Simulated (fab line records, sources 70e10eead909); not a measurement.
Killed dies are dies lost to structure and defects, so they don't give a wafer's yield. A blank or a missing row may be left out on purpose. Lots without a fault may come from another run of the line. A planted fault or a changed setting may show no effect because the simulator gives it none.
Chamber matching | flow nand_harc | NHARC_A_WL_FILL_ALD_19 on ald_metal-03: 4 sister chambers
The step deposits TiN, target thk 2 nm, pulse time 3 s, ald cycles 100. 8 wafers are shown with their chamber, then 9 later ones without.

WAFERS WITH THEIR CHAMBER
wafer  | chamber | heater_power_w (W) | precursor_pulse_height_rel
L079.4 | 1       | 1152               | 1.008
L087.1 | 3       | 1109               | 0.987
L087.3 | 2       | 1033               | 1.011
L085.1 | 3       | 1122               | 1.026
L085.5 | 0       | 971                | 0.998
L088.3 | 0       | 1019               | 0.984
L088.4 | 1       | 1121               | 0.998
L088.6 | 2       | 1068               | 1.007

WAFERS WITHOUT THEIR CHAMBER
wafer  | heater_power_w (W) | precursor_pulse_height_rel
L089.4 | 977                | 1.032
L089.5 | 1101               | 1.002
L089.6 | 1039               | 1.016
L093.2 | 1142               | 1.001
L093.5 | 1136               | 1.018
L093.6 | 995                | 0.972
L096.1 | 1157               | 0.998
L096.3 | 1031               | 1.003
L096.4 | 1162               | 1.014

WHICH CHAMBER EACH WENT THROUGH
wafer  | from the rows above          | in truth
L089.4 | can't be placed: 0 or 2      | 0
L089.5 | can't be placed: 3 or 1 or 2 | 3
L089.6 | can't be placed: 2 or 0      | 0
L093.2 | can't be placed: 1 or 3      | 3
L093.5 | can't be placed: 1 or 3      | 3
L093.6 | 0                            | 0
L096.1 | can't be placed: 1 or 3      | 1
L096.3 | can't be placed: 2 or 0      | 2
L096.4 | can't be placed: 1 or 3      | 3
Placed correctly: 1 of 9. Can't be placed from these rows: 8 (the true chamber is among the candidates in 8). Placed wrongly: 0.
How it was worked out, from the rows above alone: a wafer's distance from a chamber is the root of the sum, over the readings, of the square of ((its reading less the chamber's mean) divided by the reading's scatter). The wafer belongs to the nearest chamber; if the next one is less than 2 further off, it can't be placed. A chamber's mean is the mean of its shown wafers. The scatter: the root of (the sum of the squares of (reading less its chamber's mean) over the shown wafers, divided by (wafers less chambers)).
